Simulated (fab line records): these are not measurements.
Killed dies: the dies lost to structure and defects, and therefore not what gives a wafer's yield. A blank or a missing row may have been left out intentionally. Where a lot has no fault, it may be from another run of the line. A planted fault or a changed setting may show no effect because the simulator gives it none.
Matching of chambers / flow n5Finfet / rieDiel-02 running N5_BEOL_M11_ETCH_61: 4 sister chambers
The step etches SiARC in CF4, target depth 39 nm, time 65 s. 4 wafers are shown with their chamber, then 7 later ones without.

== WAFERS, EACH WITH ITS CHAMBER ==
wafer=L092.1; chamber=3; drypumpMotorCurrentA (A)=5.7
wafer=L092.2; chamber=0; drypumpMotorCurrentA (A)=4.8
wafer=L092.3; chamber=1; drypumpMotorCurrentA (A)=6.4
wafer=L092.5; chamber=2; drypumpMotorCurrentA (A)=5.1

== WAFERS WITH NO CHAMBER GIVEN ==
wafer=L092.6; drypumpMotorCurrentA (A)=6.4
wafer=L094.2; drypumpMotorCurrentA (A)=5.0
wafer=L094.3; drypumpMotorCurrentA (A)=4.8
wafer=L094.4; drypumpMotorCurrentA (A)=6.4
wafer=L095.1; drypumpMotorCurrentA (A)=6.4
wafer=L095.2; drypumpMotorCurrentA (A)=5.0
wafer=L095.6; drypumpMotorCurrentA (A)=5.7

== WHICH CHAMBER EACH ONE RAN IN ==
wafer=L092.6; from the rows above=1; in truth=1
wafer=L094.2; from the rows above=can't be placed: 2 or 0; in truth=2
wafer=L094.3; from the rows above=0; in truth=0
wafer=L094.4; from the rows above=1; in truth=1
wafer=L095.1; from the rows above=1; in truth=1
wafer=L095.2; from the rows above=can't be placed: 2 or 0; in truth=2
wafer=L095.6; from the rows above=3; in truth=3
Correctly placed: 5 of 7. Not placeable from these rows: 2 (in 2, the candidates include the true chamber). 0 placed wrongly.
How it was worked out, from the rows above alone: a wafer's distance from a chamber is the root of the sum, over the readings, of the square of ((its reading less the chamber's mean) divided by the reading's scatter). If the next closest chamber is less than 2 further off than the closest, the wafer can't be placed; otherwise it belongs to the closest. Each chamber's mean is taken over the wafers shown for it. The scatter: with one shown wafer a chamber, the root of the mean of the squares of how far each hidden wafer lies from its nearest shown one.
